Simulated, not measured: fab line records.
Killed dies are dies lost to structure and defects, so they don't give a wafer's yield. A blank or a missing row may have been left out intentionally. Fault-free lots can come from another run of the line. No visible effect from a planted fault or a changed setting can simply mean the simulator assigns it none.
Chamber matching    flow n5-finfet    4 sister chambers for N5_BEOL_M3_VIA_ETCH_34 on rie-diel-06
The step etches the open film in C4F6/O2, target depth 69.4 nm, time 65.9 s. 8 wafers are shown with their chamber, then 10 later ones without.

WAFERS PAIRED WITH THEIR CHAMBERS
wafer   chamber  drypump-motor-current-A (A)  rf-vpp-V (V)
L079.1  0        5.55                         672
L086.3  0        5.56                         672
L086.5  1        5.64                         646
L087.3  3        5.87                         670
L087.4  2        5.32                         680
L087.6  3        5.88                         668
L088.1  1        5.66                         644
L088.3  2        5.33                         679

WAFERS WITH NO CHAMBER GIVEN
wafer   drypump-motor-current-A (A)  rf-vpp-V (V)
L088.4  5.86                         670
L089.1  5.55                         670
L089.2  5.37                         679
L089.6  5.33                         679
L090.1  5.36                         679
L090.2  5.58                         669
L090.4  5.63                         643
L096.3  5.87                         669
L096.5  5.57                         672
L096.6  5.86                         669

THE CHAMBER EACH PASSED THROUGH
wafer   from the rows above  in truth
L088.4  3                    3
L089.1  0                    0
L089.2  2                    2
L089.6  2                    2
L090.1  2                    2
L090.2  0                    0
L090.4  1                    1
L096.3  3                    3
L096.5  0                    0
L096.6  3                    3
Correct placement for 10 of the 10. Can't be placed from these rows: 0. 0 placed wrongly.
How it was worked out, from the rows above alone: a wafer's distance from a chamber is the root of the sum, over the readings, of the square of ((its reading less the chamber's mean) divided by the reading's scatter). The wafer belongs to the nearest chamber; if the next one is less than 2 further off, it can't be placed. Each chamber's mean is taken over the wafers shown for it. How the scatter is found: for the shown wafers, subtract from each reading the mean of its chamber, square and add these, divide the total by (wafers less chambers), then take the root.
